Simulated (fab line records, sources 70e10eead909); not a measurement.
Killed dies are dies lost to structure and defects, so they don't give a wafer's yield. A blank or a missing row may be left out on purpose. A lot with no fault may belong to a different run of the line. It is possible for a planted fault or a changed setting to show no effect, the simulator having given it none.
Chamber matching :: flow nand harc :: NHARC_A_STAIRCASE_DEP_280 on pecvd-01 has 3 sister chambers
The step deposits SiON, target thk 30 nm. 6 wafers are shown with their chamber, then 9 later ones without.

WAFERS PAIRED WITH THEIR CHAMBERS
wafer: L083.1
chamber: 0
showerhead vpp V (V): 1186
heater power w (W): 761

wafer: L083.2
chamber: 2
showerhead vpp V (V): 1032
heater power w (W): 639

wafer: L083.6
chamber: 2
showerhead vpp V (V): 1028
heater power w (W): 640

wafer: L089.1
chamber: 0
showerhead vpp V (V): 1168
heater power w (W): 835

wafer: L089.2
chamber: 1
showerhead vpp V (V): 1114
heater power w (W): 744

wafer: L089.6
chamber: 1
showerhead vpp V (V): 1125
heater power w (W): 771

WAFERS WHOSE CHAMBER IS MISSING
wafer: L091.2
showerhead vpp V (V): 1013
heater power w (W): 703

wafer: L091.3
showerhead vpp V (V): 1176
heater power w (W): 889

wafer: L091.4
showerhead vpp V (V): 1131
heater power w (W): 668

wafer: L093.1
showerhead vpp V (V): 1119
heater power w (W): 748

wafer: L093.3
showerhead vpp V (V): 1031
heater power w (W): 695

wafer: L093.4
showerhead vpp V (V): 1155
heater power w (W): 840

wafer: L094.1
showerhead vpp V (V): 1117
heater power w (W): 795

wafer: L094.3
showerhead vpp V (V): 1003
heater power w (W): 672

wafer: L094.6
showerhead vpp V (V): 1027
heater power w (W): 669

EACH ONE'S CHAMBER
wafer: L091.2
from the rows above: 2
in truth: 2

wafer: L091.3
from the rows above: 0
in truth: 0

wafer: L091.4
from the rows above: 1
in truth: 1

wafer: L093.1
from the rows above: 1
in truth: 1

wafer: L093.3
from the rows above: 2
in truth: 2

wafer: L093.4
from the rows above: can't be placed: 0 or 1
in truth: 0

wafer: L094.1
from the rows above: 1
in truth: 1

wafer: L094.3
from the rows above: 2
in truth: 2

wafer: L094.6
from the rows above: 2
in truth: 2
Correct placement for 8 of the 9. Unplaceable from these rows: 1, with the true chamber sitting among the candidates in 1. Placed wrongly: 0.
How it was worked out, from the rows above alone: a wafer's distance from a chamber is the root of the sum, over the readings, of the square of ((its reading less the chamber's mean) divided by the reading's scatter). The wafer belongs to the nearest chamber; if the next one is less than 2 further off, it can't be placed. For every chamber, the mean is computed from those of its wafers that are shown. The scatter: take each reading less its chamber's mean, square it, sum over the shown wafers, divide by the number of wafers less the number of chambers, and take the root.
